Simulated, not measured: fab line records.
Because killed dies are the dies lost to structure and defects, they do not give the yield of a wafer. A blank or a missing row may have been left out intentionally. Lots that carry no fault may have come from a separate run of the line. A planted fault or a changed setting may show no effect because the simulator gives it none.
Struck lot and sound lot, side by side -- flow nand_harc -- 15 steps out of a route of 1159
Sound: the wafers L646.2, L646.4, L646.6. Struck: wafer L656.4 (L656.1, L656.5, from the same lot, were not struck and are left out); the cause is given at the end.
For every step that has rows: the tool of each side, followed by ch and its chambers, followed by its first start. Under that, the readings that differ: sound wafers -- struck wafers -- difference of the means -- sigmas: that difference in standard deviations of wafers without a fault.
alike: readings with means less than 2 such deviations apart, plus words and numbers identical on both sides. not compared: withheld readings, readings lacking a value on some wafer, bounds such as >300 that could conceal the same value, and numbers that have no deviation in the record and whose values overlap.
Wherever a step has rows on one side only, a row that says differs or no value, or a row with sigmas, the two part there. Numbers that have no deviation but don't overlap get no sigmas and don't part them. A reading that every wafer of one side lacks parts them only if that side has two wafers or more.

first, 8 steps without rows for these wafers: NHARC_P_M1_HMDS_02 (time 30 s); NHARC_P_M1_COAT_34 (time 65 s); NHARC_P_M1_COAT_03 (resist thk 90 nm); NHARC_P_M1_SOFTBAKE_04 (time 55 s); NHARC_P_M1_EBR_05; NHARC_P_M1_EXPOSE_06 (exposes mask P M1, target cd 130 nm); NHARC_P_M1_PEB_07 (peb time 65 s); NHARC_P_M1_DEVELOP_08 (develop time 35 s).
NHARC_P_M1_CD_MEAS_09: target cd 130 nm.
  sound on cd_sem-03 ch 0, day 5 19:08; struck on cd_sem-02 ch 0, day 8 13:10
  alike: cd_nm
NHARC_P_M1_OVL_MEAS_10: pitch 260 nm.
  sound on overlay-01, day 5 19:14; struck on overlay-01, day 8 13:16
reading,sound,struck,difference,sigmas
overlay_y_nm (nm),1.9 0.6 1.4,-0.6,-1.9,-2
  alike: overlay_x_nm
NHARC_P_M1_INSPECT_11:
  sound on defect_inspect-01, day 5 19:16; struck on defect_inspect-01, day 8 13:17
  alike: raw_defect_count
NHARC_P_M1_DESCUM_14: chemistry O2, time 3 s.
  sound on rie_diel-12 ch 1,2, day 5 19:20; struck on rie_diel-08 ch 2, day 8 13:22
reading,sound,struck,difference,sigmas
throttle_valve_pct (%),11.321 11.316 11.327,11.301,-0.020,-2
  alike: drypump_motor_current_A, mfc_ar_sccm, oes_product_au, rf_vpp_V, showerhead_plenum_p_Torr
  not compared: rf_hours_counter_h
NHARC_P_M1_ETCH_35: etches the open film in N2/H2, target depth 40 nm, overetch 12 nm, time 43.94 s.
  sound on rie_diel-12 ch 0,3, day 5 19:25; struck on rie_diel-08 ch 3, day 8 13:26
reading,sound,struck,difference,sigmas
oes_product_au (a.u.),1.013 1.002 0.995,0.814,-0.189,-27
  alike: drypump_motor_current_A, h2_flow_sccm, mfc_ar_sccm, rf_vpp_V, showerhead_plenum_p_Torr, throttle_valve_pct
  not compared: rf_hours_counter_h
NHARC_P_M1_ETCH_15: etches the open film in C4F8/Ar, target depth 182.5 nm, time 91.2 s.
  sound: rie_diel-12 ch 1,3; struck: rie_diel-08 ch 0
  alike: oes_product_au, rf_vpp_V
  not compared: rf_hours_counter_h
after that, 1 step had no rows for these wafers: NHARC_END_SORT_01.

== WHERE THEY PART ==
Earliest at NHARC_P_M1_OVL_MEAS_10; latest, in this record, at NHARC_P_M1_ETCH_35. Later steps at which nothing parts them and some readings are alike: NHARC_P_M1_ETCH_15.

WHY: the cause the simulator had injected
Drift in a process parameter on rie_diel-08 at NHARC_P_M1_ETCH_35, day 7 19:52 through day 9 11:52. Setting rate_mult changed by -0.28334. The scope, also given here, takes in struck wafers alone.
